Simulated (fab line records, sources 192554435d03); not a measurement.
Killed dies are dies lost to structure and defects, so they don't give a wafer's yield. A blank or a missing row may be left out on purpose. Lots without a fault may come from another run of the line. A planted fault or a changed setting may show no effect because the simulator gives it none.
Chamber matching | flow n5_finfet | N5_BEOL_M2_ETCHBACK_99 on rie_diel-05: 4 sister chambers
The step etches SiO2 in CHF3, target depth 5 nm, time 10.4 s. 18 wafers are shown with their chamber, then 9 later ones without.

WAFERS WITH THEIR CHAMBER
wafer  | chamber | showerhead_plenum_p_Torr (Torr) | throttle_valve_pct (%) | oes_product_au (a.u.)
L075.1 | 0       | 2.28                            | 17.40                  | 0.78
L075.4 | 1       | 2.12                            | 16.95                  | 0.91
L075.6 | 1       | 2.12                            | 16.93                  | 0.90
L079.3 | 0       | 2.27                            | 17.42                  | 0.77
L079.4 | 1       | 2.12                            | 16.93                  | 0.88
L079.5 | 0       | 2.27                            | 17.41                  | 0.77
L080.2 | 2       | 2.26                            | 16.71                  | 0.87
L080.3 | 3       | 2.03                            | 17.14                  | 0.68
L080.6 | 2       | 2.26                            | 16.73                  | 0.87
L086.1 | 0       | 2.27                            | 17.44                  | 0.75
L086.2 | 3       | 2.03                            | 17.19                  | 0.66
L086.4 | 2       | 2.25                            | 16.76                  | 0.85
L088.3 | 2       | 2.25                            | 16.77                  | 0.84
L088.4 | 3       | 2.03                            | 17.17                  | 0.66
L088.5 | 1       | 2.11                            | 16.99                  | 0.85
L090.1 | 0       | 2.27                            | 17.45                  | 0.75
L090.4 | 1       | 2.11                            | 17.00                  | 0.84
L090.5 | 0       | 2.27                            | 17.46                  | 0.75

SIGNATURES (means of the wafers above)
reading                  | chamber 0 | chamber 1 | chamber 2 | chamber 3 | scatter within a chamber
showerhead_plenum_p_Torr | 2.2717    | 2.1160    | 2.2550    | 2.0300    | 0.00465
throttle_valve_pct       | 17.4300   | 16.9600   | 16.7425   | 17.1667   | 0.0277
oes_product_au           | 0.7617    | 0.8760    | 0.8575    | 0.6667    | 0.0199
Rule: a wafer's distance from a chamber is the root of the sum, over the readings, of the square of ((its reading less the chamber's mean) divided by the reading's scatter). The wafer belongs to the nearest chamber; if the next one is less than 2 further off, it can't be placed. The scatter: the root of (the sum of the squares of (reading less its chamber's mean) over the shown wafers, divided by (wafers less chambers)).

WAFERS WITHOUT THEIR CHAMBER
wafer  | showerhead_plenum_p_Torr (Torr) | throttle_valve_pct (%) | oes_product_au (a.u.)
L092.1 | 2.26                            | 17.47                  | 0.74
L092.2 | 2.11                            | 17.00                  | 0.85
L092.5 | 2.25                            | 16.76                  | 0.83
L095.1 | 2.29                            | 16.73                  | 0.95
L095.4 | 2.24                            | 16.80                  | 0.83
L095.6 | 2.29                            | 16.73                  | 0.95
L096.3 | 2.26                            | 17.49                  | 0.75
L096.5 | 2.24                            | 16.78                  | 0.82
L096.6 | 2.10                            | 17.01                  | 0.83

WHICH CHAMBER EACH WENT THROUGH
wafer  | from the rows above | in truth
L092.1 | 0                   | 0
L092.2 | 1                   | 1
L092.5 | 2                   | 2
L095.1 | 2                   | 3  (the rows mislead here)
L095.4 | 2                   | 2
L095.6 | 2                   | 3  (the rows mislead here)
L096.3 | 0                   | 0
L096.5 | 2                   | 2
L096.6 | 1                   | 1
Placed correctly: 7 of 9. Can't be placed from these rows: 0. Placed wrongly: 2.
